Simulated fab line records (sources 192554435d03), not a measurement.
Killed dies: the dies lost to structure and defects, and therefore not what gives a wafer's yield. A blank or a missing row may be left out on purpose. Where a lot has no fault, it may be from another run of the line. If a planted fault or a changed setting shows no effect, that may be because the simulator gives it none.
Which of the tools did it?	flow n5-finfet	Sampling: 24 lots, 72 wafers, 4 of 1938 route steps

WHAT EACH GAUGE READ, for each wafer
N5_STI_FIN_REVEAL_CD_MEAS_22: target cd 6.238 nm, pitch 28 nm. Usual: cd-nm at 6.27 nm, with a standard deviation of 0.27.
lot	measured	on	cd-nm (nm)	flag
L074	day 2 17:41	cd-sem-02	6.65 6.05 5.93	
L075	day 2 20:12	cd-sem-01	6.44 6.52 5.81	
L076	day 3 01:53	cd-sem-01	6.06 6.20 6.19	
L077	day 3 09:32	cd-sem-01	6.42 6.10 6.12	
L078	day 3 16:10	cd-sem-03	5.98 6.10 5.78	
L079	day 3 20:09	cd-sem-03	6.40 6.42 6.54	
L080	day 4 01:59	cd-sem-01	6.20 6.30 6.63	
L081	day 4 07:46	cd-sem-02	6.52 6.12 6.88	
L082	day 4 14:07	cd-sem-03	6.29 6.32 5.95	
L083	day 4 22:49	cd-sem-01	6.32 6.12 6.15	
L084	day 5 04:40	cd-sem-01	6.41 5.99 6.66	
L085	day 5 12:15	cd-sem-02	6.41 6.11 6.74	
L086	day 5 16:01	cd-sem-03	6.18 6.55 5.81	
L087	day 5 20:11	cd-sem-01	6.56 6.21 6.59	
L088	day 6 04:07	cd-sem-02	6.37 6.74 6.41	
L089	day 6 09:13	cd-sem-01	5.94 5.84 6.36	
L090	day 6 16:36	cd-sem-02	6.00 6.00 5.98	
L091	day 6 22:36	cd-sem-02	6.46 6.22 6.60	
L092	day 7 04:23	cd-sem-03	6.25 6.44 6.58	
L093	day 7 08:48	cd-sem-03	6.32 6.35 6.09	
L094	day 7 13:56	cd-sem-01	6.43 6.12 6.59	
L095	day 7 18:57	cd-sem-02	6.49 6.05 6.34	
L096	day 8 00:25	cd-sem-02	5.96 6.30 6.41	
L097	day 8 06:37	cd-sem-01	6.56 6.51 6.52	

N5_DUMMY_GATE_THK_MEAS_05. Usual: thk-nm at 72.0 nm, with a standard deviation of 1.3.
lot	measured	on	thk-nm (nm)	flag
L074	day 2 21:59	film-metro-02	71.5 70.8 72.5	
L075	day 3 01:38	film-metro-02	73.3 74.5 72.0	
L076	day 3 07:03	film-metro-01	74.2 72.4 73.2	
L077	day 3 13:49	film-metro-02	72.7 70.5 72.9	
L078	day 3 20:28	film-metro-01	72.8 72.5 73.3	
L079	day 4 00:27	film-metro-02	71.9 70.4 70.8	
L080	day 4 07:11	film-metro-01	73.6 74.3 74.2	
L081	day 4 12:07	film-metro-01	72.8 70.0 70.3	
L082	day 4 18:47	film-metro-02	71.5 70.1 71.4	
L083	day 5 05:13	film-metro-01	73.5 71.2 71.5	
L084	day 5 11:01	film-metro-02	72.7 72.1 72.4	
L085	day 5 16:56	film-metro-01	72.5 71.3 72.5	
L086	day 5 20:34	film-metro-01	71.7 72.9 72.6	
L087	day 6 00:51	film-metro-02	70.6 70.6 69.5	
L088	day 6 09:19	film-metro-01	70.7 72.0 71.7	
L089	day 6 14:49	film-metro-02	71.4 70.7 73.2	
L090	day 6 20:53	film-metro-01	69.9 71.8 74.4	
L091	day 7 03:48	film-metro-01	70.5 71.3 71.2	
L092	day 7 08:59	film-metro-02	72.9 72.4 72.2	
L093	day 7 14:55	film-metro-01	73.3 74.9 72.0	
L094	day 7 18:14	film-metro-02	73.5 72.8 71.9	
L095	day 8 00:47	film-metro-01	70.6 72.8 71.6	
L096	day 8 04:53	film-metro-01	70.3 71.3 69.9	
L097	day 8 11:35	film-metro-01	69.1 69.9 69.4	

EACH LOT AND THE TOOL THAT RAN IT (in order: tool; ch and the chambers of the sampled wafers; start)
lot	N5_FIN_SAQP_ETCH_65	N5_FIN_CUT_PRECLEAN_35
L074	rie-si-03 ch 1,2, day 2 02:26	vapor-etch-02 ch 0,1, day 2 05:43
L075	rie-si-03 ch 0,1,2, day 2 06:52	vapor-etch-02 ch 0,1, day 2 10:12
L076	rie-si-04 ch 0,2,3, day 2 13:01	vapor-etch-02 ch 0,1, day 2 16:11
L077	rie-si-03 ch 0,1,2, day 2 20:25	vapor-etch-01 ch 0, day 2 23:51
L078	rie-si-04 ch 0,1,2, day 3 03:37	vapor-etch-01 ch 0,1, day 3 06:50
L079	rie-si-03 ch 0,2, day 3 07:46	vapor-etch-02 ch 0,1, day 3 11:01
L080	rie-si-02 ch 0,1,3, day 3 12:56	vapor-etch-02 ch 0,1, day 3 16:14
L081	rie-si-03 ch 0,1,3, day 3 19:13	vapor-etch-02 ch 0,1, day 3 22:35
L082	rie-si-04 ch 2,3, day 4 01:58	vapor-etch-02 ch 0,1, day 4 04:56
L083	rie-si-03 ch 1,2,3, day 4 08:31	vapor-etch-02 ch 0,1, day 4 12:59
L084	rie-si-02 ch 1,2,3, day 4 14:47	vapor-etch-01 ch 0,1, day 4 19:12
L085	rie-si-04 ch 1,2, day 4 22:02	vapor-etch-01 ch 0,1, day 5 01:17
L086	rie-si-04 ch 0,2,3, day 5 03:32	vapor-etch-02 ch 0,1, day 5 06:38
L087	rie-si-02 ch 0,2, day 5 07:22	vapor-etch-01 ch 0,1, day 5 10:22
L088	rie-si-02 ch 0,2,3, day 5 13:33	vapor-etch-01 ch 0,1, day 5 18:05
L089	rie-si-04 ch 0,1,2, day 5 20:40	vapor-etch-01 ch 0,1, day 5 23:59
L090	rie-si-02 ch 0,3, day 6 02:22	vapor-etch-01 ch 0,1, day 6 06:19
L091	rie-si-03 ch 0,2,3, day 6 08:50	vapor-etch-02 ch 0,1, day 6 13:13
L092	rie-si-02 ch 1,3, day 6 15:47	vapor-etch-02 ch 0,1, day 6 19:10
L093	rie-si-02 ch 1,2, day 6 20:21	vapor-etch-01 ch 0,1, day 6 23:31
L094	rie-si-02 ch 0,3, day 7 00:00	vapor-etch-01 ch 0,1, day 7 03:12
L095	rie-si-03 ch 0,1, day 7 06:03	vapor-etch-02 ch 0,1, day 7 09:58
L096	rie-si-03 ch 0,2, day 7 12:17	vapor-etch-01 ch 0,1, day 7 15:24
L097	rie-si-03 ch 0,2, day 7 18:11	vapor-etch-02 ch 0,1, day 7 21:38
- N5_FIN_SAQP_ETCH_65: etches SiO2 in CF4, target depth 4 nm, time 4.4 s.
- N5_FIN_CUT_PRECLEAN_35: cleans in vHF, time 13.3 s.

WHAT THE TOOLS THEMSELVES READ (means of the sampled wafers that have a number; where no wafer has one, the mark that the record gives instead)
N5_FIN_SAQP_ETCH_65. Usual: drypump-motor-current-A 5.7 A, standard deviation 0.41; oes-product-au 0.989 a.u., standard deviation 0.023; throttle-valve-pct 21.72 %, standard deviation 0.22.
lot	tool	drypump-motor-current-A (A)	oes-product-au (a.u.)	throttle-valve-pct (%)	flag
L074	rie-si-03	6.0	0.962	21.78	
L075	rie-si-03	5.9	0.973	21.74	
L076	rie-si-04	5.7	1.018	21.51	
L077	rie-si-03	5.9	0.972	21.73	
L078	rie-si-04	5.7	1.015	21.55	
L079	rie-si-03	5.9	0.975	21.70	
L080	rie-si-02	5.3	0.992	21.89	
L081	rie-si-03	5.7	0.974	21.77	
L082	rie-si-04	5.4	1.013	21.52	
L083	rie-si-03	5.9	0.965	21.81	
L084	rie-si-02	5.4	0.976	21.70	
L085	rie-si-04	5.8	1.033	21.67	
L086	rie-si-04	5.7	1.004	21.51	
L087	rie-si-02	5.3	0.993	21.73	
L088	rie-si-02	5.4	0.987	21.60	
L089	rie-si-04	5.7	1.025	21.56	
L090	rie-si-02	5.3	1.000	21.66	
L091	rie-si-03	5.9	0.973	21.76	
L092	rie-si-02	5.3	0.980	21.76	
L093	rie-si-02	5.4	0.978	21.94	
L094	rie-si-02	5.2	1.004	21.78	
L095	rie-si-03	5.8	0.982	21.77	
L096	rie-si-03	5.9	0.989	21.69	
L097	rie-si-03	5.9	0.986	21.69	

N5_FIN_CUT_PRECLEAN_35. Usual: drypump-motor-current-A 5.7 A, standard deviation 0.4; foreline-p-Torr 0.1281 Torr, standard deviation 0.00059.
lot	tool	drypump-motor-current-A (A)	foreline-p-Torr (Torr)	flag
L074	vapor-etch-02	6.0	0.1280	
L075	vapor-etch-02	5.7	0.1284	
L076	vapor-etch-02	5.7	0.1273	
L077	vapor-etch-01	5.6	0.1280	
L078	vapor-etch-01	5.4	0.1280	
L079	vapor-etch-02	6.0	0.1277	
L080	vapor-etch-02	5.7	0.1274	
L081	vapor-etch-02	6.0	0.1280	
L082	vapor-etch-02	5.7	0.1280	
L083	vapor-etch-02	5.7	0.1283	
L084	vapor-etch-01	5.4	0.1279	
L085	vapor-etch-01	5.5	0.1287	
L086	vapor-etch-02	6.0	0.1283	
L087	vapor-etch-01	5.4	0.1284	
L088	vapor-etch-01	5.4	0.1282	
L089	vapor-etch-01	5.5	0.1277	
L090	vapor-etch-01	5.5	0.1282	
L091	vapor-etch-02	5.7	0.1286	
L092	vapor-etch-02	5.7	0.1282	
L093	vapor-etch-01	5.5	0.1283	
L094	vapor-etch-01	5.4	0.1277	
L095	vapor-etch-02	5.7	0.1280	
L096	vapor-etch-01	5.5	0.1286	
L097	vapor-etch-02	5.7	0.1285	

THE ANSWER, worked out from the rows above alone
Rule: a lot is off if the mean of its wafers that have a number lies more than 3 standard deviations from the usual mean. Also off: a lot with no number at a reading for which 4 or more lots have one. All remaining lots with rows at the step are treated as sound. First the gauges in route order, then the tools' own readings, where a lot's mean is used as printed above. The first step at which some lot is off is used, and at that step the reading that is off furthest; a lot without a number counts as furthest.
Nothing can be told from this: no lot is off at any reading shown.

WHAT HAD BEEN PUT IN BY THE SIMULATOR
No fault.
